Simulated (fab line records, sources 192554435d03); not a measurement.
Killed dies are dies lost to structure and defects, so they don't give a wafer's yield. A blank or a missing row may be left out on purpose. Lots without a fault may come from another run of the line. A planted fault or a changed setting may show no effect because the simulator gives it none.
Split-lot experiment | flow n5_finfet | 7 lots, 21 wafers read, on a route of 1938 steps

THE SPLIT
At N5_BEOL_M13_ETCH_59 (etches BARC in N2/H2, target depth 89 nm, overetch 26.7 nm, time 67.9 s), the setting time_s was moved away from the recipe's 67.9 s on 6 of the 21 wafers read, by -20.7% to +15.1%. The other wafers ran this setting at the recipe's value.

The reading is taken at the split's own step.

THE READING
coat_of_BEOL_M13_COAT_04.thk_nm (the simulator's own value, which no gauge read), in nm, at N5_BEOL_M13_ETCH_59 (etches BARC in N2/H2, target depth 89 nm, overetch 26.7 nm, time 67.9 s). The file gives no usual value for it. The 15 wafers here that ran the recipe average 317.3 nm, standard deviation 1.7 nm.

wafer  | tool, chamber at the split | time_s as run, s | against the recipe | coat_of_BEOL_M13_COAT_04.thk_nm, nm | against lot-mates on the recipe
L074.2 | rie_diel-01, 0             | 67.9             | recipe             | 314.8                               | -
L074.3 | rie_diel-01, 1             | 53.85            | -20.7%             | 329.2                               | +14.4
L074.4 | rie_diel-01, 0             | 53.85            | -20.7%             | 329.4                               | +14.6
L075.2 | rie_diel-03, 3             | 67.9             | recipe             | 317.4                               | -
L075.3 | rie_diel-03, 0             | 67.9             | recipe             | 320.8                               | -
L075.6 | rie_diel-03, 1             | 55.45            | -18.3%             | 329.4                               | +10.3
L077.1 | rie_diel-05, 3             | 67.9             | recipe             | 318.6                               | -
L077.5 | rie_diel-05, 2             | 67.9             | recipe             | 317                                 | -
L077.6 | rie_diel-05, 1             | 75.64            | +11.4%             | 312                                 | -5.8
L078.1 | rie_diel-05, 3             | 67.9             | recipe             | 318                                 | -
L078.3 | rie_diel-05, 1             | 67.9             | recipe             | 317.8                               | -
L078.6 | rie_diel-05, 1             | 67.9             | recipe             | 318.2                               | -
L088.2 | rie_diel-05, 0             | 67.9             | recipe             | 315.6                               | -
L088.4 | rie_diel-05, 0             | 78.17            | +15.1%             | 304.6                               | -11.1
L088.5 | rie_diel-05, 1             | 67.9             | recipe             | 315.8                               | -
L095.1 | rie_diel-01, 3             | 67.9             | recipe             | 314.6                               | -
L095.3 | rie_diel-01, 1             | 67.9             | recipe             | 316.2                               | -
L095.5 | rie_diel-01, 2             | 76.91            | +13.3%             | 307.4                               | -8.0
L096.1 | rie_diel-03, 2             | 67.9             | recipe             | 316.2                               | -
L096.3 | rie_diel-03, 0             | 67.9             | recipe             | 320.2                               | -
L096.5 | rie_diel-03, 2             | 67.9             | recipe             | 318.2                               | -

THE FIT
A straight line over all 21 wafers: coat_of_BEOL_M13_COAT_04.thk_nm changes by -0.641 nm for each +1% of time_s; r = -0.96; the points scatter about the line by 1.8 nm.
The same after taking each lot's own level away (the mean of its wafers on the recipe; 21 wafers): -0.653 nm for each +1%; r = -0.98; scatter 1.2 nm.
On that fit, the largest move of time_s shifts the reading by 14 nm.
The lots' own levels span 314.80 to 319.10 nm, that is 2.5 times the standard deviation above.
So the lot-to-lot level changes the slope little: the two slopes agree.
Check: with one of the wafers moved furthest among these (-20.7%) left out of the fit, the line predicts +13.3 nm for it against its lot-mates. It came out at +14.4 nm against them.

OTHER SPLITS ON THESE WAFERS
These wafers also went through other splits before the reading. Each is held against what the fit with the lots' levels taken away leaves over:
other split on the same wafers | wafers away from the commonest value | r with coat_of_BEOL_M13_COAT_04.thk_nm (lot level and that fit taken away)
N5_BEOL_M11_EXPOSE_25 dose_mj  | 4                                    | +0.09
N5_BEOL_M12_ILD_DEP_00 time_s  | 7                                    | +0.04
N5_BEOL_M13_COAT_58 spin_rpm   | 9                                    | -0.55

THE FILE'S OWN FIT
coat_of_BEOL_M13_COAT_04.thk_nm changes by -0.638 nm for each +1% of time_s, r = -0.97.
